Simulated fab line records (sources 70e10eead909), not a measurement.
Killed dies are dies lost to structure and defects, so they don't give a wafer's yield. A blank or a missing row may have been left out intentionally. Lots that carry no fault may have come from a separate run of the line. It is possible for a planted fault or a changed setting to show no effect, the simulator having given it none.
Which tool did it? || flow nandHarc || Sampling: 12 lots, 36 wafers, 3 of 1302 route steps

== WHAT EACH GAUGE READ, for each wafer ==
NHARC_P_ZERO_WELL_CD_MEAS_52: target cd 2000 nm.
{"lot": "L075", "measured": "day 2 13:19", "on": "cdSem-01", "cdNm (nm)": "2001.7 2001.9 2000.0"}
{"lot": "L077", "measured": "day 3 07:49", "on": "cdSem-01", "cdNm (nm)": "2000.9 1998.4 1999.3"}
{"lot": "L079", "measured": "day 4 03:29", "on": "cdSem-03", "cdNm (nm)": "2000.6 1996.7 2001.8"}
{"lot": "L081", "measured": "day 4 23:46", "on": "cdSem-02", "cdNm (nm)": "1997.6 2001.8 2001.4"}
{"lot": "L083", "measured": "day 5 19:43", "on": "cdSem-02", "cdNm (nm)": "2001.2 2003.1 1998.6"}
{"lot": "L085", "measured": "day 6 15:28", "on": "cdSem-01", "cdNm (nm)": "1998.1 1995.1 2000.6"}
{"lot": "L087", "measured": "day 7 13:25", "on": "cdSem-01", "cdNm (nm)": "2001.6 2000.6 1997.2"}
{"lot": "L089", "measured": "day 8 08:50", "on": "cdSem-02", "cdNm (nm)": "1997.9 1997.4 1999.1"}
{"lot": "L091", "measured": "day 9 03:38", "on": "cdSem-01", "cdNm (nm)": "1995.9 1998.6 1996.3"}
{"lot": "L093", "measured": "day 10 00:46", "on": "cdSem-02", "cdNm (nm)": "2002.4 2002.5 1999.2"}
{"lot": "L095", "measured": "day 10 19:55", "on": "cdSem-02", "cdNm (nm)": "2004.5 1998.3 1999.7"}
{"lot": "L097", "measured": "day 11 16:02", "on": "cdSem-03", "cdNm (nm)": "2003.5 2003.1 1998.8"}

== WHAT TOOL EACH LOT RAN ON (gives the tool, then ch and the chambers of the sampled wafers, and finally the start) ==
{"lot": "L075", "NHARC_P_ZERO_WELL_ETCH_65": "rieDiel-13 ch 0,2,3, day 2 08:47", "NHARC_P_ZERO_WELL_DESCUM_39": "rieDiel-04 ch 1,3, day 2 11:50"}
{"lot": "L077", "NHARC_P_ZERO_WELL_ETCH_65": "rieDiel-13 ch 1,2,3, day 3 03:32", "NHARC_P_ZERO_WELL_DESCUM_39": "rieDiel-04 ch 0,2,3, day 3 06:20"}
{"lot": "L079", "NHARC_P_ZERO_WELL_ETCH_65": "rieDiel-04 ch 0,3, day 3 23:22", "NHARC_P_ZERO_WELL_DESCUM_39": "rieDiel-04 ch 0,1,2, day 4 02:10"}
{"lot": "L081", "NHARC_P_ZERO_WELL_ETCH_65": "rieDiel-09 ch 0,1,3, day 4 19:31", "NHARC_P_ZERO_WELL_DESCUM_39": "rieDiel-09 ch 0,2, day 4 22:17"}
{"lot": "L083", "NHARC_P_ZERO_WELL_ETCH_65": "rieDiel-04 ch 0,2,3, day 5 15:28", "NHARC_P_ZERO_WELL_DESCUM_39": "rieDiel-13 ch 0,1,3, day 5 18:16"}
{"lot": "L085", "NHARC_P_ZERO_WELL_ETCH_65": "rieDiel-04 ch 0,1, day 6 11:22", "NHARC_P_ZERO_WELL_DESCUM_39": "rieDiel-04 ch 0,1,2, day 6 14:02"}
{"lot": "L087", "NHARC_P_ZERO_WELL_ETCH_65": "rieDiel-04 ch 0,1,3, day 7 07:30", "NHARC_P_ZERO_WELL_DESCUM_39": "rieDiel-09 ch 2,3, day 7 10:17"}
{"lot": "L089", "NHARC_P_ZERO_WELL_ETCH_65": "rieDiel-09 ch 2,3, day 8 04:31", "NHARC_P_ZERO_WELL_DESCUM_39": "rieDiel-13 ch 1,2,3, day 8 07:30"}
{"lot": "L091", "NHARC_P_ZERO_WELL_ETCH_65": "rieDiel-04 ch 1,2,3, day 8 23:22", "NHARC_P_ZERO_WELL_DESCUM_39": "rieDiel-13 ch 1,2, day 9 02:17"}
{"lot": "L093", "NHARC_P_ZERO_WELL_ETCH_65": "rieDiel-13 ch 0,1,3, day 9 19:31", "NHARC_P_ZERO_WELL_DESCUM_39": "rieDiel-09 ch 2,3, day 9 23:17"}
{"lot": "L095", "NHARC_P_ZERO_WELL_ETCH_65": "rieDiel-04 ch 0,1,2, day 10 15:29", "NHARC_P_ZERO_WELL_DESCUM_39": "rieDiel-09 ch 2,3, day 10 18:25"}
{"lot": "L097", "NHARC_P_ZERO_WELL_ETCH_65": "rieDiel-13 ch 0,2,3, day 11 11:31", "NHARC_P_ZERO_WELL_DESCUM_39": "rieDiel-13 ch 1,2, day 11 14:34"}
- NHARC_P_ZERO_WELL_ETCH_65: etches the open film in N2/H2, target depth 80 nm, overetch 24 nm, time 87.88 s.
- NHARC_P_ZERO_WELL_DESCUM_39: chemistry O2, time 3 s.

== THE ANSWER, worked out from the rows above alone ==
Rule: what is usual is taken from the lots themselves. The widest of any qualifying gaps counts: lots, ordered by their means at a reading, are off when they make up no more than a third of the lots, leave a main group of 4 or more, and stand apart from it by 3 or more times the standard deviation of that group's means. A main group is skipped when, at the precision printed for the reading in the tables above, its means are all equal. Also off: a lot with no number at a reading for which 4 or more lots have one. Any other lot the step has rows for is counted as sound.
Nothing can be told from this: no lot is off at any reading shown.

== WHAT THE SIMULATOR PUT IN ==
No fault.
